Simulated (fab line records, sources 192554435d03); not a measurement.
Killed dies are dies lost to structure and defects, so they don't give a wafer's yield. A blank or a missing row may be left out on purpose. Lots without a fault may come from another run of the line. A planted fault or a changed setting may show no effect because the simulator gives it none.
fab line records | flow n5_finfet | part 1 of 2: steps 1 to 26 of 35
record lots=5 wafers=15 last_day=17
route steps=1938 shown SD_EPI_P@314 SD_ACTIVATION@330 ILD0@335 SDB@347
lots that met no fault: from a run of the same line without faults
start_h: hours from the record's first day to the start of the lot's first wafer shown | wait_h: hours since the lot's step before | " the same as in the row above | L1.1+2: a row that stands for several wafers | - no value, or no start given | * or withheld: withheld | < > ~ a bound
route shown NAME@n: a module of which the file shows steps, and the number in the route of the first | usual: mean/standard deviation of fault-free wafers | same: alike in all rows | chamber/n: place in a boat | sites: the reading at each site | _std_site: their standard deviation | _edge_site: outer sites' mean less inner sites' | radius_mm: how far each site lies from the wafer's centre | mask NAME#n: copy n | behind: the tool/chamber that last shaped the wafer | hold: why the lot was held/for how many hours/how that ended | device: the transistor (n, p or np) that didn't switch | end of line: the same wafers' tests at the end of the route | a step without rows: its recipe alone | killed: dies lost to structure and defects at the first sort, not the wafer's yield | map: a wafer's dies, x killed, . not, _ none there
set.NAME: the setting as run; set.NAME@STEP: as run at that earlier step | model.NAME: the simulator's own value behind a step, which no gauge read
lots at some steps of the route; a table a step, a row a wafer
services: from which hour (start_h, from the record's first day; less than 0 if before it) a tool's chamber was out of use, for how many hours, and why
## steps
# step N5_SD_EPI_P_SD_RECESS_17
# recipe chemistry=HBr/Cl2/O2 target_depth_a=391 bt_time_s=3 pressure_mtorr=10 icp_w=800 bias_w=112 HBr_flow_sccm=150 Cl2_flow_sccm=80 O2_flow_sccm=12
# usual O2_flow_sccm=12.00/0.036 drypump_motor_current_A=5.7/0.39 oes_product_au=1.003/0.015 throttle_valve_pct=37.14/0.27
# columns lot.wafer tool chamber start_h wait_h O2_flow_sccm drypump_motor_current_A oes_product_au rf_hours_counter_h throttle_valve_pct
L077.1 rie_si-01 3 73.73 0.0 11.94 6.0 1.008 2 36.70
L077.3 " 2 " " 11.97 5.5 0.986 108 37.22
L077.4 " 3 " " 12.00 6.0 1.002 - 36.69
L081.1 rie_si-03 1 105.19 0.0 12.00 5.5 1.008 45 37.58
L081.2 " 2 " " 11.97 5.9 1.025 58 37.06
L081.3 " 0 " " 12.00 4.7 1.022 70 37.12
L080.2 rie_si-01 2 106.57 0.0 11.96 5.6 0.989 108 37.21
L080.3 " 3 " " 12.04 6.0 1.011 3 36.68
L080.5 " 2 " " 11.97 5.5 0.992 - 37.21
L083.2 rie_si-02 1 112.24 0.0 11.98 6.1 1.019 95 37.23
L083.3 " 2 " " 11.98 5.2 0.993 74 36.96
L083.6 " 3 " " 11.96 5.8 1.010 - 37.34
L084.2 rie_si-01 3 115.83 0.0 11.97 6.0 1.011 3 36.70
L084.4 " 2 " " 11.93 5.6 0.987 109 37.24
L084.6 " 3 " " 11.99 6.0 1.011 - 36.69
# step N5_SD_EPI_P_WET_ETCH_45
# recipe chemistry=dHF dilution=withheld time_s=10.7 target=SiO2 target_depth_a=20 temp_c=25 dry=ipa_marangoni rinse_time_s=30 rinse_temp_c=23
# columns lot.wafer tool chamber start_h wait_h
L077.1+3+4 wet_bench-05 0,1,6 73.82 0.1
L081.1+2+3 wet_bench-04 4,1,0 105.28 0.1
L080.2+3+5 wet_bench-05 2,0,1 106.67 0.1
L083.2+3+6 wet_bench-06 6,3,7 112.33 0.1
L084.2+4+6 wet_bench-06 0,1,6 115.93 0.1
# step N5_SD_EPI_P_STRIP_40
# recipe chemistry=N2/H2 power_w=1000 temp_c=250 h2_frac=0.65 overash_fraction=0.3 pressure_mtorr=withheld n2_flow_sccm=1750 h2_flow_sccm=3250
# usual drypump_motor_current_A=5.7/0.46 heater_power_w=328/45 n2_flow_sccm=1751/5.2 oes_product_au=0.760/0.012
# columns lot.wafer tool chamber start_h wait_h drypump_motor_current_A heater_power_w n2_flow_sccm oes_product_au rf_hours_counter_h
L077.1 plasma_asher-02 0 73.87 0.0 6.0 388 1747 0.760 96
L077.3 " 0 " " 6.0 400 1749 0.754 -
L077.4 " 1 " " 5.8 303 1743 0.749 -
L081.1 plasma_asher-02 0 105.33 0.0 6.0 400 1755 0.763 103
L081.2 " 1 " " 5.8 311 1763 0.772 103
L081.3 " 0 " " 6.0 397 1756 0.760 -
L080.2 plasma_asher-02 0 106.72 0.0 6.0 394 1759 0.760 103
L080.3 " 0 " " 6.0 398 1748 0.752 -
L080.5 " 0 " " 6.0 395 1753 0.736 -
L083.2 plasma_asher-02 1 112.38 0.0 5.8 308 1748 0.763 104
L083.3 " 0 " " 6.0 389 1746 0.781 -
L083.6 " 1 " " 5.8 308 1750 0.740 -
L084.2 plasma_asher-01 0 115.98 0.0 6.1 264 1749 0.755 33
L084.4 " 1 " " 4.9 346 1745 0.762 -
L084.6 " 1 " " 4.9 335 1735 0.766 -
# step N5_SD_EPI_P_PRECLEAN_52
# recipe chemistry=O3/DIW time_s=60 temp_c=22 o3_ppm=10
# columns lot.wafer tool chamber start_h wait_h
L077.1+3+4 wet_bench-06 4,1,6 73.96 -
L081.1+2+3 wet_bench-06 0,6,2 105.42 -
L080.2+3+5 wet_bench-06 7,1,3 106.80 -
L083.2+3+6 wet_bench-04 2,5,1 112.47 -
L084.2+4+6 wet_bench-05 5,6,4 116.10 -
# step N5_SD_EPI_P_SRD_20
# recipe dry=ipa_marangoni do_ppb=5 time_s=30 temp_c=23 rinse_liquid=diw
# columns lot.wafer tool chamber start_h wait_h
L077.1+3+4 wet_bench-06 4,1,6 73.98 0.0
L081.1+2+3 wet_bench-06 0,6,2 105.44 0.0
L080.2+3+5 wet_bench-06 7,1,3 106.82 0.0
L083.2+3+6 wet_bench-04 2,5,1 112.49 0.0
L084.2+4+6 wet_bench-05 5,6,4 116.12 0.0
# step N5_SD_EPI_P_PRECLEAN_51
# recipe chemistry=NF3:NH3 afs_cycles=1 temp_c=30 time_s=20 sublimation_temp_c=180 sublimation_time_s=60 pressure_torr=3 rf_power_w=30
# columns lot.wafer tool chamber start_h wait_h
L077.1+3+4 epi_rpcvd-01 0 74.03 0.0
L081.1+2+3 epi_rpcvd-02 0 105.49 0.0
L080.2+3+5 epi_rpcvd-03 0 106.91 0.1
L083.2+3+6 epi_rpcvd-03 0 112.58 0.1
L084.2+4+6 epi_rpcvd-02 0 116.20 0.1
# step N5_SD_EPI_P_VAPOR_ETCH_44
# recipe chemistry=NF3/Ar target=SiGe30 temp_c=25 time_s=3.3 mode=isotropic
# columns lot.wafer tool chamber start_h wait_h
L077.1+3+4 epi_rpcvd-01 0 74.21 0.1
L081.1+2+3 epi_rpcvd-02 0 105.67 0.1
L080.2+3+5 epi_rpcvd-03 0 107.15 0.2
L083.2+3+6 epi_rpcvd-03 0 112.82 0.2
L084.2+4+6 epi_rpcvd-02 0 116.38 0.1
# step N5_SD_EPI_P_EPI_21
# recipe material=SiGe:B dopant=B temp_c=550 pressure_torr=20 ambient=H2 time_s=355
# columns lot.wafer tool chamber start_h wait_h
L077.1+3+4 epi_rpcvd-01 0 74.39 0.1
L081.1+2+3 epi_rpcvd-02 0 105.85 0.1
L080.2+3+5 epi_rpcvd-03 0 107.83 0.6
L083.2+3+6 epi_rpcvd-03 0 113.50 0.6
L084.2+4+6 epi_rpcvd-02 0 116.89 0.5
# step N5_SD_EPI_P_EPI_MEAS_23
# recipe mode=xrd
# usual thk_nm=61.0/1.2
# columns lot.wafer tool chamber start_h wait_h thk_nm
L077.1 film_metro-02 - 76.58 1.8 62.7
L077.3 " - " " 60.6
L077.4 " - " " 63.5
L081.1 film_metro-01 - 108.04 1.8 59.7
L081.2 " - " " 62.6
L081.3 " - " " 62.2
L080.2 film_metro-02 - 110.27 2.0 60.8
L080.3 " - " " 57.9
L080.5 " - " " 59.2
L083.2 film_metro-02 - 115.94 2.0 61.0
L083.3 " - " " 60.2
L083.6 " - " " 60.6
L084.2 film_metro-01 - 118.73 1.5 62.3
L084.4 " - " " 60.5
L084.6 " - " " 60.6
# step N5_SD_EPI_P_HM_STRIP_48
# recipe chemistry=H3PO4 temp_c=160 material=SiNx target=SiNx target_depth_a=30 overetch_fraction=0.3
# columns lot.wafer tool chamber start_h wait_h
L077.1+3+4 wet_bench-06 6,2,7 76.62 0.0
L081.1+2+3 wet_bench-06 7,1,0 108.08 0.0
L080.2+3+5 wet_bench-04 0,3,4 110.30 0.0
L083.2+3+6 wet_bench-05 3,5,1 115.97 0.0
L084.2+4+6 wet_bench-06 2,6,3 118.76 0.0
# step N5_SD_EPI_P_SRD_49
# recipe dry=ipa_marangoni time_s=30 temp_c=23 rinse_liquid=diw
# columns lot.wafer tool chamber start_h wait_h
L077.1+3+4 wet_bench-06 6,2,7 76.67 0.0
L081.1+2+3 wet_bench-06 7,1,0 108.13 0.0
L080.2+3+5 wet_bench-04 0,3,4 110.35 0.0
L083.2+3+6 wet_bench-05 3,5,1 116.03 0.0
L084.2+4+6 wet_bench-06 2,6,3 118.81 0.0
# step N5_SD_EPI_P_PRECLEAN_24
# recipe chemistry=O3/DIW time_s=45 temp_c=22 o3_ppm=10
# columns lot.wafer tool chamber start_h wait_h
L077.1+3+4 wet_bench-06 6,2,7 76.69 0.0
L081.1+2+3 wet_bench-06 7,1,0 108.15 0.0
L080.2+3+5 wet_bench-04 0,3,4 110.37 0.0
L083.2+3+6 wet_bench-05 3,5,1 116.05 0.0
L084.2+4+6 wet_bench-06 2,6,3 118.83 0.0
# step N5_SD_EPI_P_PRECLEAN_32
# recipe chemistry=dHF time_s=10 dilution=500:1 temp_c=25
# columns lot.wafer tool chamber start_h wait_h
L077.1+3+4 wet_bench-06 6,2,7 76.70 0.0
L081.1+2+3 wet_bench-06 7,1,0 108.16 0.0
L080.2+3+5 wet_bench-04 0,3,4 110.39 0.0
L083.2+3+6 wet_bench-05 3,5,1 116.06 0.0
L084.2+4+6 wet_bench-06 2,6,3 118.84 0.0
# step N5_SD_EPI_P_PRECLEAN_33
# recipe chemistry=SC2 time_s=45 temp_c=35 mix=1:1:50
# columns lot.wafer tool chamber start_h wait_h
L077.1+3+4 wet_bench-06 6,2,7 76.70 0.0
L081.1+2+3 wet_bench-06 7,1,0 108.17 0.0
L080.2+3+5 wet_bench-04 0,3,4 110.39 0.0
L083.2+3+6 wet_bench-05 3,5,1 116.06 0.0
L084.2+4+6 wet_bench-06 2,6,3 118.84 0.0
# step N5_SD_EPI_P_SRD_25
# recipe time_s=30 temp_c=23 rinse_liquid=diw dry=ipa_marangoni
# columns lot.wafer tool chamber start_h wait_h
L077.1+3+4 wet_bench-06 6,2,7 76.72 0.0
L081.1+2+3 wet_bench-06 7,1,0 108.18 0.0
L080.2+3+5 wet_bench-04 0,3,4 110.40 0.0
L083.2+3+6 wet_bench-05 3,5,1 116.08 0.0
L084.2+4+6 wet_bench-06 2,6,3 118.86 0.0
# step N5_SD_EPI_P_INSPECT_26
# recipe inspect_instrument=darkfield mode=post_epi
# usual raw_defect_count=173/40
# columns lot.wafer tool chamber start_h wait_h raw_defect_count
L077.1 defect_inspect-01 - 76.76 0.0 155
L077.3 " - " " 153
L077.4 " - " " 250
L081.1 defect_inspect-01 - 108.22 0.0 206
L081.2 " - " " 221
L081.3 " - " " 129
L080.2 defect_inspect-01 - 110.44 0.0 189
L080.3 " - " " 178
L080.5 " - " " 187
L083.2 defect_inspect-02 - 116.12 0.0 182
L083.3 " - " " 195
L083.6 " - " " 187
L084.2 defect_inspect-01 - 118.90 0.0 289
L084.4 " - " " 208
L084.6 " - " " 218
# step N5_SD_ACTIVATION_RTA_00
# recipe temp_c=975 time_s=0 ambient=N2 idle_temp_c=600 ramp_up_c_per_s=150 ramp_down_c_per_s=60 cool_to_c=600
# usual lamp_power_pct=8.95/0.051 lamp_zone_3_pct=8.95/0.032 wafer_temp_C_max=974.9/2
# columns lot.wafer tool chamber start_h wait_h lamp_power_pct lamp_zone_3_pct wafer_temp_C_max
L077.1 rtp_anneal-01 0 76.78 0.0 8.89 8.95 976.7
L077.3 " 0 " " 8.94 8.99 977.8
L077.4 " 0 " " 8.93 8.94 972.7
L081.1 rtp_anneal-02 0 108.25 0.0 9.00 8.97 977.3
L081.2 " 0 " " 8.90 8.94 975.8
L081.3 " 0 " " 8.94 8.91 975.1
L080.2 rtp_anneal-02 0 110.50 0.1 8.97 8.95 975.4
L080.3 " 0 " " 8.90 8.88 975.7
L080.5 " 0 " " 8.96 8.94 974.6
L083.2 rtp_anneal-02 0 116.18 0.1 9.01 8.95 976.6
L083.3 " 0 " " 8.92 8.98 976.4
L083.6 " 0 " " 9.00 8.97 971.3
L084.2 rtp_anneal-01 0 118.95 0.1 8.92 8.92 974.8
L084.4 " 0 " " 8.96 8.97 974.4
L084.6 " 0 " " 8.90 8.94 972.6
# step N5_SD_ACTIVATION_LSA_01
# recipe temp_c=1080 time_s=0.0008 ambient=N2
# usual wafer_temp_C_max=1083.5/0.76
# columns lot.wafer tool chamber start_h wait_h wafer_temp_C_max
L077.1 laser_anneal-02 0 76.99 0.2 1083.6
L077.3 " 0 " " 1083.9
L077.4 " 0 " " 1084.0
L081.1 laser_anneal-01 0 108.45 0.2 1084.6
L081.2 " 0 " " 1083.3
L081.3 " 0 " " 1083.8
L080.2 laser_anneal-02 0 110.70 0.2 1082.9
L080.3 " 0 " " 1082.8
L080.5 " 0 " " 1081.5
L083.2 laser_anneal-02 0 116.38 0.2 1083.9
L083.3 " 0 " " 1082.5
L083.6 " 0 " " 1084.0
L084.2 laser_anneal-01 0 119.16 0.2 1083.9
L084.4 " 0 " " 1086.0
L084.6 " 0 " " 1083.5
# step N5_SD_ACTIVATION_RS_MEAS_03
# recipe thk_meas_gauge=four-point-probe
# usual RS_SD_N=21.94/0.24 RS_SD_P=56.1/0.78
# columns lot.wafer tool chamber start_h wait_h RS_SD_N[ohm/sq] RS_SD_P[ohm/sq]
L077.1 film_metro-02 - 77.19 0.2 21.83 56.0
L077.3 " - " " 21.93 56.1
L077.4 " - " " 22.29 55.3
L081.1 film_metro-02 - 108.65 0.2 21.91 56.1
L081.2 " - " " 21.89 54.8
L081.3 " - " " 21.63 55.4
L080.2 film_metro-01 - 110.89 0.2 22.42 58.0
L080.3 " - " " 22.01 58.1
L080.5 " - " " 21.93 57.7
L083.2 film_metro-02 - 116.57 0.2 22.69 56.5
L083.3 " - " " 22.44 55.3
L083.6 " - " " 22.39 57.0
L084.2 film_metro-01 - 119.35 0.2 22.50 56.3
L084.4 " - " " 22.22 56.5
L084.6 " - " " 22.52 56.4
# step N5_SD_ACTIVATION_INSPECT_02
# recipe inspect_instrument=darkfield mode=post_anneal
# usual raw_defect_count=176/34
# columns lot.wafer tool chamber start_h wait_h raw_defect_count
L077.1 defect_inspect-02 - 77.51 0.2 137
L077.3 " - " " 146
L077.4 " - " " 201
L081.1 defect_inspect-01 - 108.97 0.2 218
L081.2 " - " " 220
L081.3 " - " " 138
L080.2 defect_inspect-02 - 111.20 0.1 170
L080.3 " - " " 162
L080.5 " - " " 165
L083.2 defect_inspect-02 - 116.87 0.1 183
L083.3 " - " " 188
L083.6 " - " " 183
L084.2 defect_inspect-02 - 119.65 0.1 259
L084.4 " - " " 178
L084.6 " - " " 195
# step N5_ILD0_LINER_00
# recipe material=SiNx target_thk_a=40 temp_c=400 ald_precursor_family=SiH2I2 ald_co_reactant=N2/H2-plasma pulse_time_s=1 purge_time_s=2 co_reactant_purge_time_s=2 ald_cycles=80 pressure_torr=2
# usual heater_power_w=842/62 precursor_pulse_height_rel=1.000/0.02
# columns lot.wafer tool chamber start_h wait_h heater_power_w precursor_pulse_height_rel
L077.1 ald_sin-03 0 77.61 0.1 934 0.984
L077.3 " 3 " " 828 1.005
L077.4 " 1 " " 792 1.001
L081.1 ald_sin-03 0 109.20 0.2 943 1.009
L081.2 " 2 " " 781 0.970
L081.3 " 3 " " 787 0.967
L080.2 ald_sin-04 0 111.23 0.0 835 0.983
L080.3 " 1 " " 956 0.999
L080.5 " 0 " " 832 0.995
L083.2 ald_sin-01 1 116.91 0.0 937 0.973
L083.3 " 3 " " 880 1.024
L083.6 " 2 " " 914 0.998
L084.2 ald_sin-04 3 119.69 0.0 830 1.015
L084.4 " 2 " " 806 0.990
L084.6 " 1 " " 938 1.045
# step N5_ILD0_FCVD_FILL_01
# recipe material=SiO2_flowable target_thk_a=2000 temp_c=100 pressure_torr=0.8 rf_w=2000 time_s=328.3
# columns lot.wafer tool chamber start_h wait_h
L077.1+3+4 fcvd-02 1,1,0 78.03 0.2
L081.1+2+3 fcvd-01 1,0,0 109.62 0.2
L080.2+3+5 fcvd-02 1 111.65 0.2
L083.2+3+6 fcvd-01 1,1,0 117.32 0.2
L084.2+4+6 fcvd-01 0,1,0 120.10 0.2
# step N5_ILD0_CURE_02
# recipe temp_c=450 time_s=1800 ambient=steam idle_temp_c=400 ramp_up_c_per_min=5 ramp_down_c_per_min=3 densification_p_h2o_torr=640
# usual spike_tc_centre_C=450.7/1 tube_center_temp_C=450/0.045 zone_power_bottom_pct=7.6/0.94
# columns lot.wafer tool chamber start_h wait_h spike_tc_centre_C tube_center_temp_C zone_power_bottom_pct
L077.1 furnace-03 0 78.42 0.3 449.7 450.02 8.8
L077.3 " 0 " " 451.2 450.02 8.6
L077.4 " 0 " " 451.1 449.99 8.7
L081.1 furnace-03 0 110.01 0.3 449.8 450.05 8.4
L081.2 " 0 " " 450.4 450.05 8.6
L081.3 " 0 " " 450.6 450.02 8.6
L080.2 furnace-02 0 112.04 0.3 451.6 450.02 6.7
L080.3 " 0 " " 450.3 450.01 6.7
L080.5 " 0 " " 450.9 450.07 6.5
L083.2 furnace-03 0 117.72 0.3 451.4 449.96 8.8
L083.3 " 0 " " 450.7 449.99 8.5
L083.6 " 0 " " 451.1 450 8.5
L084.2 furnace-01 0 120.50 0.3 450.2 450.04 7.0
L084.4 " 0 " " 450.3 450 7.0
L084.6 " 0 " " 450.0 449.92 6.9
# step N5_ILD0_CMP_03
# recipe stop_on=SiNx t_overpolish_s=1.9 post_cmp_clean=alkaline_brush down_force_psi=4.1491 platen_rpm=51.796 pad_velocity_m_s=1.0306 target_thk_nm=197.38
# usual edge_zone_pressure_frac=1.000/0.0051 head_pressure_psi=4.149/0.0094 motor_current_A=12.5/1.2 overpolish_run_s=1.900/0.0096 retaining_ring_pressure_frac=0.999/0.0049 time_to_endpoint_s=72/3.9
# columns lot.wafer tool chamber start_h wait_h edge_zone_pressure_frac head_pressure_psi motor_current_A overpolish_run_s retaining_ring_pressure_frac time_to_endpoint_s
L077.3 cmp-02 2 79.98 0.0 0.995 4.157 14.5 1.905 0.999 73
L077.1 " 3 " " 0.999 4.154 11.4 1.882 1.004 69
L077.4 " 1 " " 0.991 4.153 13.1 1.902 1.002 69
L081.1 cmp-01 3 111.62 0.1 0.990 4.139 14.5 1.906 0.994 67
L081.3 " 0 " " 1.001 4.169 12.4 1.894 0.997 67
L081.2 " 1 " " 0.993 4.138 14.2 1.889 0.990 71
L080.2 cmp-02 1 113.80 0.2 1.009 4.149 12.5 1.896 0.992 69
L080.3 " 2 " " 0.998 4.148 13.6 1.898 0.998 67
L080.5 " 1 " " 1.008 4.142 12.8 1.885 0.991 69
L083.3 cmp-01 2 119.31 0.1 0.996 4.142 11.1 1.897 1.009 68
L083.2 " 3 " " 0.996 4.138 13.4 1.917 1.001 67
L083.6 " 1 " " 0.997 4.149 14.6 1.889 0.995 67
L084.2 cmp-02 2 122.16 0.1 0.998 4.154 14.2 1.896 0.997 70
L084.4 " 1 " " 1.001 4.177 12.9 1.905 0.998 71
L084.6 " 2 " " 1.002 4.142 13.3 1.917 0.992 71
# step N5_ILD0_THK_MEAS_04
# usual thk_nm=197.5/1.1
# columns lot.wafer tool chamber start_h wait_h thk_nm
L077.1 film_metro-02 - 80.27 - 197.7
L077.3 " - " " 197.0
L077.4 " - " " 196.3
L081.1 film_metro-02 - 111.88 - 196.8
L081.2 " - " " 196.7
L081.3 " - " " 195.0
L080.2 film_metro-01 - 114.09 - 196.7
L080.3 " - " " 195.8
L080.5 " - " " 195.1
L083.2 film_metro-02 - 119.57 - 197.5
L083.3 " - " " 197.9
L083.6 " - " " 197.5
L084.2 film_metro-01 - 122.45 - 197.4
L084.4 " - " " 196.0
L084.6 " - " " 197.6
# step N5_ILD0_CMP_07
# recipe stop_on=poly-Si material=SiO2_flowable t_overpolish_s=1.18 post_cmp_clean=alkaline_brush down_force_psi=4.1491 platen_rpm=51.796 pad_velocity_m_s=1.0306 target_thk_nm=138.88
# usual edge_zone_pressure_frac=1.000/0.0046 head_pressure_psi=4.151/0.0084 motor_current_A=12.8/1.2 retaining_ring_pressure_frac=1.000/0.0047
# columns lot.wafer tool chamber start_h wait_h edge_zone_pressure_frac head_pressure_psi motor_current_A retaining_ring_pressure_frac
L077.4 cmp-02 0 80.30 0.0 1.002 4.165 13.1 0.993
L077.1 " 1 " " 0.987 4.147 12.8 1.002
L077.3 " 2 " " 1.004 4.142 14.3 0.999
L081.2 cmp-02 1 111.95 0.1 1.000 4.141 12.5 0.993
L081.1 " 2 " " 1.003 4.153 13.7 0.995
L081.3 " 3 " " 0.999 4.148 11.7 0.993
L080.2 cmp-01 1 114.24 0.1 1.008 4.160 14.6 1.004
L080.3 " 2 " " 0.997 4.145 11.8 0.996
L080.5 " 1 " " 1.003 4.157 14.6 0.999
L083.2 cmp-01 0 119.64 0.1 1.000 4.155 12.6 0.998
L083.3 " 1 " " 0.989 4.138 14.5 1.009
L083.6 " 0 " " 1.000 4.162 11.8 1.003
L084.4 cmp-01 2 122.62 0.2 1.000 4.154 11.4 1.004
L084.2 " 3 " " 1.005 4.146 13.5 1.001
L084.6 " 2 " " 0.998 4.152 11.5 1.000
